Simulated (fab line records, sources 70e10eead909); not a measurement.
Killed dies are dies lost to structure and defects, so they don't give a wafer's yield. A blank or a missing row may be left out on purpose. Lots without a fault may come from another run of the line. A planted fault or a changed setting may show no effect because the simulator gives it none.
fab line records | flow nand_harc | part 1 of 2: steps 1 to 4 of 6
record lots=22 wafers=66 last_day=24
route steps=1159 shown A_STAIRCASE@555
lots that met no fault: from a run of the same line without faults
start_h: hours from the record's first day to the start of the lot's first wafer shown | wait_h: hours since the lot's step before | " the same as in the row above | L1.1+2: a row that stands for several wafers | - no value, or no start given | * or withheld: withheld | < > ~ a bound
route shown NAME@n: a module of which the file shows steps, and the number in the route of the first | usual: mean/standard deviation of fault-free wafers | same: alike in all rows | chamber/n: place in a boat | sites: the reading at each site | _std_site: their standard deviation | _edge_site: outer sites' mean less inner sites' | radius_mm: how far each site lies from the wafer's centre | mask NAME#n: copy n | behind: the tool/chamber that last shaped the wafer | hold: why the lot was held/for how many hours/how that ended | device: the transistor (n, p or np) that didn't switch | end of line: the same wafers' tests at the end of the route | a step without rows: its recipe alone | killed: dies lost to structure and defects at the first sort, not the wafer's yield | map: a wafer's dies, x killed, . not, _ none there
set.NAME: the setting as run; set.NAME@STEP: as run at that earlier step | model.NAME: the simulator's own value behind a step, which no gauge read
steps of the route over a sample of lots; a table a step, a row a wafer
services: from which hour (start_h, from the record's first day; less than 0 if before it) a tool's chamber was out of use, for how many hours, and why
## steps
# step NHARC_A_STAIRCASE_ETCH_19
# recipe target_depth_a=1000 time_s=40.5 ion_energy_ev=400 c4f8_flow_sccm=20 o2_flow_sccm=10 ar_flow_sccm=withheld rf_w=600 bias_w=1000 chemistry=C4F8/O2
# usual oes_product_au=0.944/0.011 rf_fwd_power_W=592.3/2.7 rf_vpp_V=896/5.8
# same time_s=40.5
# columns lot.wafer tool chamber start_h wait_h oes_product_au rf_fwd_power_W rf_hours_counter_h rf_vpp_V
L074.4 rie_diel-08 0 - - 0.947 594.3 35 899
L074.2 " 2 " " 0.950 592.5 33 889
L074.5 " 0 " " 0.961 593.4 - 899
L075.4 rie_diel-12 1 - - 0.951 589.6 13 894
L075.3 " 2 " " 0.956 585.8 13 892
L075.6 " 1 " " 0.949 589.9 - 895
L078.4 rie_diel-08 2 - - 0.953 597.0 47 889
L078.3 " 3 " " 0.940 589.0 48 888
L078.5 " 0 " " 0.953 593.0 - 900
L077.4 rie_diel-06 3 - - 0.937 592.9 4 906
L077.1 " 0 " " 0.932 592.9 5 897
L077.2 " 1 " " 0.934 592.7 4 888
L081.3 rie_diel-06 0 - - 0.944 592.0 8 897
L081.2 " 1 " " 0.946 593.7 9 888
L081.6 " 1 " " 0.951 592.1 - 889
L080.3 rie_diel-06 3 - - 0.942 596.7 8 905
L080.4 " 1 " " 0.935 590.1 9 889
L080.5 " 3 " " 0.943 594.2 - 904
L079.1 rie_diel-12 1 - - 0.944 592.2 27 895
L079.6 " 2 " " 0.946 588.1 - 892
L079.5 " 3 " " 0.947 598.9 - 896
L083.1 rie_diel-08 3 - - 0.946 591.6 60 890
L083.3 " 2 " " 0.955 596.3 59 888
L083.5 " 3 " " 0.938 592.0 - 889
L084.1 rie_diel-06 3 302.34 - 0.982 594.3 15 904
L084.3 " 0 " " 0.965 592.6 17 897
L084.6 " 3 " " 0.973 598.2 - 904
L086.2 rie_diel-06 1 - - 0.927 590.3 22 888
L086.4 " 2 " " 0.927 591.7 21 901
L086.6 " 1 " " 0.937 591.2 - 889
L085.3 rie_diel-06 3 - - 0.941 598.0 19 904
L085.4 " 1 " " 0.937 590.7 23 888
L085.5 " 3 " " 0.928 597.0 - 905
L088.4 rie_diel-06 0 - - 0.954 591.6 25 898
L088.1 " 1 " " 0.936 592.2 27 888
L088.5 " 2 " " 0.933 591.4 - 903
L087.2 rie_diel-12 2 - - 0.944 591.5 42 889
L087.6 " 3 " " 0.950 595.4 - 896
L087.5 " 0 " " 0.937 592.0 - 902
L089.1 rie_diel-12 1 - - 0.934 589.0 46 894
L089.2 " 2 " " 0.933 588.7 46 889
L089.4 " 3 " " 0.933 595.6 43 895
L090.1 rie_diel-12 1 - - 0.938 591.6 46 894
L090.2 " 2 " " 0.922 586.6 46 891
L090.6 " 1 " " 0.928 592.7 - 896
L091.2 rie_diel-06 0 - - 0.949 592.7 31 898
L091.1 " 1 " " 0.949 594.3 34 887
L091.5 " 0 " " 0.953 589.6 - 897
L093.1 rie_diel-06 0 - - 0.948 593.7 34 897
L093.2 " 1 " " 0.949 593.6 36 887
L093.6 " 0 " " 0.948 590.8 - 897
L092.1 rie_diel-08 2 - - 0.938 591.9 13 888
L092.3 " 3 " " 0.925 588.9 13 889
L092.5 " 3 " " 0.930 588.2 - 889
L094.1 rie_diel-12 3 - - 0.949 599.5 52 896
L094.5 " 2 " " 0.948 593.0 - 890
L094.6 " 3 " " 0.949 599.6 - 895
L095.4 rie_diel-08 2 - - 0.950 594.7 16 887
L095.1 " 3 " " 0.929 590.8 16 887
L095.5 " 2 " " 0.967 593.8 - 888
L096.4 rie_diel-06 3 - - 0.941 591.9 38 904
L096.2 " 0 " " 0.948 591.7 38 897
L096.6 " 0 " " 0.948 589.7 - 896
L097.4 rie_diel-12 0 - - 0.944 593.8 54 901
L097.1 " 1 " " 0.955 593.2 56 894
L097.2 " 3 " " 0.933 593.0 55 895
# step NHARC_A_STAIRCASE_TRIM_24
# recipe time_s=211.2 o2_flow_sccm=500 ar_flow_sccm=0 bias_w=0 chemistry=O2
# usual drypump_motor_current_A=5.8/0.38 oes_product_au=1.001/0.0076 rf_vpp_V=57.8/0.92 showerhead_plenum_p_Torr=3.54/0.16 throttle_valve_pct=17.038/0.0095
# same time_s=211.2
# columns lot.wafer tool chamber start_h wait_h drypump_motor_current_A oes_product_au rf_hours_counter_h rf_vpp_V showerhead_plenum_p_Torr throttle_valve_pct
L074.2 rie_diel-06 0 - - 5.7 1.009 57 58.3 3.58 17.035
L074.4 " 3 " " 5.5 1.009 57 57.9 3.78 17.034
L074.5 " 0 " " 5.6 0.996 - 58.6 3.58 17.052
L075.3 rie_diel-08 3 - - 4.9 1.000 41 56.8 3.35 17.033
L075.4 " 3 " " 4.9 1.007 - 57.3 3.35 17.025
L075.6 " 1 " " 5.8 1.019 - 57.9 3.53 17.031
L078.3 rie_diel-06 1 - - 6.4 0.985 5 57.2 3.31 17.038
L078.4 " 3 " " 5.5 1.005 4 59.5 3.77 17.028
L078.5 " 0 " " 5.6 1.018 - 58.1 3.58 17.046
L077.2 rie_diel-08 2 - - 5.7 1.001 48 56.9 3.32 17.048
L077.1 " 3 " " 4.9 1.007 48 58.3 3.35 17.027
L077.4 " 1 " " 5.8 1.006 48 57.9 3.52 17.050
L081.3 rie_diel-08 3 - - 4.9 1.014 52 57.8 3.35 17.042
L081.2 " 2 " " 5.7 1.009 51 57.8 3.31 17.031
L081.6 " 0 " " 6.0 1.008 - 56.9 3.65 17.044
L080.3 rie_diel-12 3 - - 5.8 1.015 22 57.5 3.53 17.046
L080.4 " 0 " " 6.1 1.007 23 58.0 3.70 17.047
L080.5 " 3 " " 5.7 1.005 - 57.8 3.53 17.042
L079.1 rie_diel-06 1 - - 6.4 0.988 10 58.7 3.31 17.044
L079.5 " 0 " " 5.6 0.991 - 59.0 3.58 17.040
L079.6 " 1 " " 6.4 0.996 - 56.8 3.31 17.052
L083.3 rie_diel-08 1 - - 5.8 0.998 60 58.1 3.52 17.051
L083.1 " 3 " " 4.9 1.001 60 57.6 3.34 17.039
L083.5 " 1 " " 5.8 1.000 - 57.5 3.52 17.024
L084.3 rie_diel-12 2 - - 5.1 0.993 35 57.5 3.38 17.044
L084.1 " 3 " " 5.7 1.009 32 58.6 3.53 17.037
L084.6 " 1 " " 6.0 1.001 - 57.9 3.48 17.043
L086.4 rie_diel-12 0 - - 6.1 1.000 36 58.4 3.69 17.036
L086.2 " 2 " " 5.2 1.000 37 57.3 3.38 17.010
L086.6 " 1 " " 6.0 1.008 - 57.3 3.48 17.041
L085.4 rie_diel-06 0 - - 5.6 0.994 21 58.0 3.57 17.012
L085.3 " 1 " " 6.4 0.998 24 58.5 3.30 17.034
L085.5 " 0 " " 5.6 1.001 - 57.9 3.57 17.024
L088.4 rie_diel-06 0 - - 5.6 0.999 25 57.1 3.57 17.032
L088.1 " 1 " " 6.4 0.995 27 56.0 3.30 17.038
L088.5 " 1 " " 6.4 0.989 - 56.5 3.30 17.054
L087.2 rie_diel-12 3 - - 5.7 1.010 39 57.3 3.52 17.040
L087.5 " 2 " " 5.1 0.995 - 57.1 3.37 17.040
L087.6 " 3 " " 5.7 1.007 - 58.1 3.52 17.040
L089.1 rie_diel-06 0 - - 5.6 0.997 29 58.6 3.57 17.045
L089.2 " 1 " " 6.4 0.990 32 56.1 3.30 17.039
L089.4 " 3 " " 5.5 0.991 28 58.0 3.76 17.034
L090.2 rie_diel-12 3 - - 5.7 0.997 43 58.2 3.52 17.038
L090.1 " 2 " " 5.2 1.003 46 59.1 3.37 17.041
L090.6 " 3 " " 5.7 1.011 - 56.5 3.52 17.020
L091.1 rie_diel-06 2 - - 5.8 1.003 33 58.1 3.69 17.037
L091.2 " 3 " " 5.5 0.997 31 58.6 3.76 17.060
L091.5 " 1 " " 6.4 0.993 - 56.2 3.30 17.019
L093.2 rie_diel-06 0 - - 5.7 0.992 34 58.7 3.56 17.027
L093.1 " 1 " " 6.4 0.986 37 59.0 3.30 17.045
L093.6 " 3 " " 5.5 0.986 - 57.8 3.75 17.039
L092.1 rie_diel-08 0 - - 6.0 1.000 13 57.3 3.64 17.023
L092.3 " 1 " " 5.8 0.996 13 58.4 3.51 17.033
L092.5 " 0 " " 6.0 1.001 - 58.7 3.64 17.040
L094.1 rie_diel-12 1 - - 6.0 1.015 54 58.1 3.47 17.024
L094.6 " 3 " " 5.7 1.008 - 57.8 3.52 17.027
L094.5 " 0 " " 6.1 1.018 - 56.9 3.68 17.041
L095.1 rie_diel-06 1 - - 6.4 0.994 40 57.0 3.30 17.046
L095.4 " 0 " " 5.6 1.000 37 57.4 3.56 17.054
L095.5 " 1 " " 6.4 0.999 - 57.7 3.30 17.031
L096.2 rie_diel-12 0 - - 6.1 1.001 54 57.1 3.68 17.040
L096.4 " 2 " " 5.1 0.999 56 55.6 3.37 17.048
L096.6 " 3 " " 5.8 1.009 - 55.8 3.51 17.031
L097.1 rie_diel-06 3 - - 5.5 0.991 42 56.5 3.75 17.015
L097.4 " 0 " " 5.6 0.998 41 57.3 3.56 17.027
L097.2 " 1 " " 6.4 1.002 44 55.3 3.29 17.037
# step NHARC_A_STAIRCASE_DESCUM_186
# recipe time_s=3 o2_flow_sccm=200 ar_flow_sccm=0 bias_power_w=0 chemistry=O2
# usual drypump_motor_current_A=5.7/0.43 oes_product_au=1.001/0.0077 rf_vpp_V=57.6/0.81 showerhead_plenum_p_Torr=1.89/0.09 throttle_valve_pct=11.312/0.0086
# same time_s=3
# columns lot.wafer tool chamber start_h wait_h drypump_motor_current_A oes_product_au rf_hours_counter_h rf_vpp_V showerhead_plenum_p_Torr throttle_valve_pct
L074.4 rie_diel-06 0 234.52 - 5.6 1.005 57 58.5 1.95 11.303
L074.2 " 1 " " 6.3 0.996 58 57.5 1.79 11.311
L074.5 " 2 " " 5.8 1.000 - 59.8 2.02 11.302
L075.3 rie_diel-08 1 250.26 - 5.7 1.021 42 58.5 1.91 11.308
L075.4 " 2 " " 5.7 1.023 - 56.3 1.79 11.313
L075.6 " 1 " " 5.8 1.006 - 57.0 1.91 11.321
L078.3 rie_diel-12 3 262.54 - 5.7 0.986 19 57.8 1.92 11.294
L078.4 " 1 " " 6.0 1.001 20 57.2 1.89 11.308
L078.5 " 0 " " 6.1 0.995 - 57.8 2.01 11.315
L077.4 rie_diel-06 3 263.24 - 5.5 0.998 4 59.2 2.06 11.311
L077.2 " 0 " " 5.6 0.991 6 56.7 1.94 11.325
L077.1 " 2 " " 5.8 0.996 4 57.0 2.02 11.305
L081.3 rie_diel-08 3 276.04 - 4.8 0.991 52 57.5 1.81 11.289
L081.2 " 1 " " 5.8 0.994 52 56.0 1.91 11.312
L081.6 " 0 " " 6.0 1.004 - 57.9 1.99 11.310
L080.4 rie_diel-08 3 276.24 - 4.8 1.006 52 56.9 1.81 11.305
L080.3 " 0 " " 6.0 1.013 44 57.2 1.99 11.298
L080.5 " 2 " " 5.7 1.014 - 57.9 1.79 11.305
L079.1 rie_diel-08 0 279.60 - 6.0 1.002 45 58.8 1.98 11.314
L079.5 " 3 " " 4.9 1.011 - 58.2 1.81 11.304
L079.6 " 0 " " 6.0 0.996 - 57.9 1.98 11.310
L083.3 rie_diel-12 0 296.84 - 6.2 0.995 29 57.9 2.01 11.307
L083.1 " 3 " " 5.7 0.993 29 58.4 1.91 11.311
L083.5 " 0 " " 6.1 0.996 - 58.3 2.01 11.290
L084.3 rie_diel-06 1 305.49 - 6.4 0.995 20 57.6 1.78 11.317
L084.1 " 3 " " 5.5 0.991 17 57.8 2.05 11.315
L084.6 " 1 " " 6.4 0.993 - 58.1 1.78 11.328
L086.2 rie_diel-06 1 313.91 - 6.3 0.989 24 57.3 1.78 11.327
L086.4 " 0 " " 5.6 0.992 22 58.5 1.94 11.322
L086.6 " 1 " " 6.4 0.994 - 56.8 1.78 11.322
L085.4 rie_diel-08 1 314.31 - 5.8 1.009 1 57.3 1.91 11.313
L085.3 " 2 " " 5.7 1.001 1 56.1 1.78 11.306
L085.5 " 1 " " 5.8 1.002 - 56.7 1.91 11.306
L088.1 rie_diel-12 1 328.53 - 6.0 1.005 44 57.5 1.88 11.301
L088.4 " 2 " " 5.1 0.984 43 57.5 1.82 11.294
L088.5 " 2 " " 5.1 0.998 - 56.7 1.82 11.332
L087.2 rie_diel-08 2 329.34 - 5.7 1.012 5 56.8 1.78 11.322
L087.6 " 2 " " 5.7 1.007 - 57.4 1.78 11.310
L087.5 " 3 " " 4.9 1.008 - 57.3 1.80 11.297
L089.4 rie_diel-06 2 336.88 - 5.8 1.001 32 58.1 2.01 11.313
L089.1 " 3 " " 5.5 0.994 29 56.8 2.05 11.334
L089.2 " 0 " " 5.7 0.993 30 57.0 1.93 11.312
L090.1 rie_diel-08 3 337.65 - 4.8 1.002 9 57.8 1.80 11.315
L090.2 " 0 " " 6.0 0.987 9 57.8 1.98 11.314
L090.6 " 3 " " 4.8 0.997 - 56.5 1.80 11.309
L091.2 rie_diel-12 1 343.35 - 6.0 0.995 49 57.1 1.88 11.316
L091.1 " 0 " " 6.1 0.998 46 56.9 2.01 11.306
L091.5 " 2 " " 5.1 0.995 - 57.8 1.82 11.307
L093.1 rie_diel-06 2 349.32 - 5.8 1.000 37 57.6 2.01 11.315
L093.2 " 3 " " 5.5 1.002 34 58.6 2.04 11.319
L093.6 " 2 " " 5.8 1.005 - 57.8 2.01 11.303
L092.1 rie_diel-08 0 350.09 - 6.0 1.001 14 57.8 1.98 11.311
L092.3 " 2 " " 5.7 1.005 14 55.8 1.78 11.318
L092.5 " 0 " " 6.0 0.993 - 58.0 1.98 11.316
L094.1 rie_diel-12 2 356.44 - 5.2 0.995 55 57.5 1.82 11.308
L094.5 " 2 " " 5.2 0.992 - 58.7 1.82 11.306
L094.6 " 3 " " 5.7 1.009 - 57.0 1.91 11.319
L095.1 rie_diel-08 3 360.22 - 4.9 0.994 17 58.2 1.80 11.320
L095.4 " 0 " " 5.9 0.987 17 57.9 1.98 11.312
L095.5 " 0 " " 6.0 1.000 - 58.5 1.98 11.312
L096.4 rie_diel-08 0 363.52 - 6.0 0.995 18 57.2 1.98 11.305
L096.2 " 2 " " 5.7 1.002 18 57.3 1.78 11.314
L096.6 " 0 " " 6.0 1.004 - 56.8 1.98 11.308
L097.1 rie_diel-12 1 369.02 - 6.0 1.008 60 58.8 1.88 11.310
L097.2 " 2 " " 5.2 0.997 60 56.1 1.82 11.315
L097.4 " 0 " " 6.1 1.011 56 59.2 2.00 11.321
# step NHARC_A_STAIRCASE_TRIM_187
# recipe time_s=211.2 o2_flow_sccm=500 ar_flow_sccm=0 bias_w=0 chemistry=O2
# usual drypump_motor_current_A=5.7/0.41 oes_product_au=1.002/0.0074 rf_vpp_V=57.7/0.86 showerhead_plenum_p_Torr=3.50/0.15 throttle_valve_pct=17.036/0.009
# same time_s=211.2
# columns lot.wafer tool chamber start_h wait_h drypump_motor_current_A oes_product_au rf_hours_counter_h rf_vpp_V showerhead_plenum_p_Torr throttle_valve_pct
L074.2 rie_diel-06 0 234.59 0.1 5.6 1.003 57 57.7 3.58 17.027
L074.4 " 2 " " 5.8 1.020 58 58.8 3.71 17.026
L074.5 " 0 " " 5.6 1.011 - 58.4 3.58 17.034
L075.3 rie_diel-08 1 250.36 0.1 5.8 1.010 42 58.0 3.53 17.039
L075.6 " 1 " " 5.8 1.007 - 57.7 3.53 17.041
L075.4 " 2 " " 5.7 1.014 - 57.3 3.32 17.044
L078.3 rie_diel-12 1 262.65 0.1 6.1 1.009 20 58.5 3.49 17.058
L078.4 " 3 " " 5.7 1.013 19 58.9 3.53 17.044
L078.5 " 1 " " 6.0 1.018 - 56.7 3.49 17.024
L077.2 rie_diel-06 1 263.33 0.1 6.4 0.985 5 57.6 3.31 17.042
L077.4 " 2 " " 5.8 0.993 4 58.3 3.71 17.024
L077.1 " 3 " " 5.5 0.994 5 57.9 3.77 17.029
L081.3 rie_diel-08 2 276.14 0.1 5.7 1.016 52 57.3 3.31 17.040
L081.2 " 0 " " 6.0 1.005 44 56.6 3.65 17.045
L081.6 " 2 " " 5.7 1.008 - 58.2 3.31 17.046
L080.3 rie_diel-08 2 276.32 0.1 5.7 1.004 52 58.5 3.31 17.030
L080.4 " 3 " " 4.9 1.003 53 56.6 3.35 17.036
L080.5 " 3 " " 4.9 1.004 - 57.4 3.35 17.032
L079.1 rie_diel-08 2 279.71 0.1 5.7 1.008 54 57.8 3.31 17.052
L079.5 " 0 " " 6.0 1.004 - 59.2 3.65 17.037
L079.6 " 1 " " 5.8 0.992 - 58.3 3.52 17.040
L083.3 rie_diel-12 1 296.92 0.1 6.0 1.001 32 57.7 3.48 17.035
L083.1 " 0 " " 6.1 1.009 29 57.9 3.70 17.036
L083.5 " 2 " " 5.1 0.986 - 55.6 3.38 17.040
L084.1 rie_diel-06 2 305.58 0.1 5.8 0.998 19 57.4 3.70 17.033
L084.3 " 3 " " 5.6 1.001 17 58.3 3.76 17.032
L084.6 " 1 " " 6.4 0.990 - 56.5 3.31 17.033
L086.2 rie_diel-06 3 313.99 0.1 5.5 0.999 20 58.5 3.76 17.036
L086.4 " 1 " " 6.4 0.996 24 56.5 3.30 17.036
L086.6 " 0 " " 5.7 0.998 - 56.8 3.57 17.021
L085.3 rie_diel-08 1 314.38 0.1 5.8 1.008 1 57.1 3.52 17.043
L085.4 " 2 " " 5.7 1.002 1 56.8 3.31 17.034
L085.5 " 2 " " 5.7 1.004 - 56.4 3.31 17.039
L088.1 rie_diel-12 2 328.65 0.1 5.2 0.993 43 57.2 3.37 17.035
L088.4 " 3 " " 5.7 0.999 40 58.4 3.52 17.044
L088.5 " 2 " " 5.2 1.002 - 57.3 3.37 17.040
L087.2 rie_diel-08 0 329.44 0.1 6.0 0.999 6 59.2 3.64 17.041
L087.6 " 3 " " 4.9 1.001 - 56.7 3.34 17.034
L087.5 " 0 " " 6.0 0.997 - 56.8 3.64 17.035
L089.1 rie_diel-06 3 336.96 0.1 5.5 0.996 29 57.3 3.76 17.046
L089.4 " 0 " " 5.6 0.986 30 57.2 3.57 17.024
L089.2 " 2 " " 5.8 1.002 32 58.8 3.69 17.044
L090.2 rie_diel-08 0 337.74 0.1 6.0 0.992 9 58.2 3.64 17.024
L090.1 " 1 " " 5.8 1.001 9 58.1 3.51 17.024
L090.6 " 3 " " 4.9 1.000 - 56.4 3.34 17.028
L091.1 rie_diel-12 3 343.44 0.1 5.7 1.004 46 57.5 3.52 17.046
L091.2 " 1 " " 6.0 1.016 49 57.9 3.47 17.038
L091.5 " 0 " " 6.1 1.009 - 58.1 3.69 17.044
L093.2 rie_diel-06 3 349.41 0.1 5.5 0.999 34 58.7 3.75 17.024
L093.1 " 0 " " 5.7 1.006 34 58.1 3.56 17.036
L093.6 " 2 " " 5.8 1.001 - 57.8 3.69 17.037
L092.1 rie_diel-08 0 350.19 0.1 6.0 0.993 14 58.2 3.64 17.037
L092.3 " 1 " " 5.8 0.999 14 57.2 3.51 17.035
L092.5 " 3 " " 4.9 0.996 - 57.7 3.33 17.031
L094.1 rie_diel-12 3 356.62 0.2 5.7 1.002 53 57.7 3.51 17.015
L094.6 " 0 " " 6.1 0.998 - 58.1 3.68 17.017
L094.5 " 1 " " 6.0 1.001 - 56.9 3.47 17.034
L095.4 rie_diel-08 2 360.31 0.1 5.7 1.008 17 57.0 3.30 17.052
L095.1 " 3 " " 4.8 1.009 17 56.7 3.33 17.024
L095.5 " 3 " " 4.9 0.999 - 56.5 3.33 17.029
L096.2 rie_diel-08 2 363.62 0.1 5.7 1.013 18 56.1 3.30 17.035
L096.4 " 3 " " 4.9 1.009 18 56.7 3.33 17.055
L096.6 " 1 " " 5.8 0.999 - 57.2 3.51 17.035
L097.2 rie_diel-12 1 369.11 0.1 6.0 1.005 60 56.6 3.47 17.037
L097.4 " 2 " " 5.2 0.994 60 57.8 3.36 17.037
L097.1 " 3 " " 5.7 1.011 57 57.5 3.51 17.043
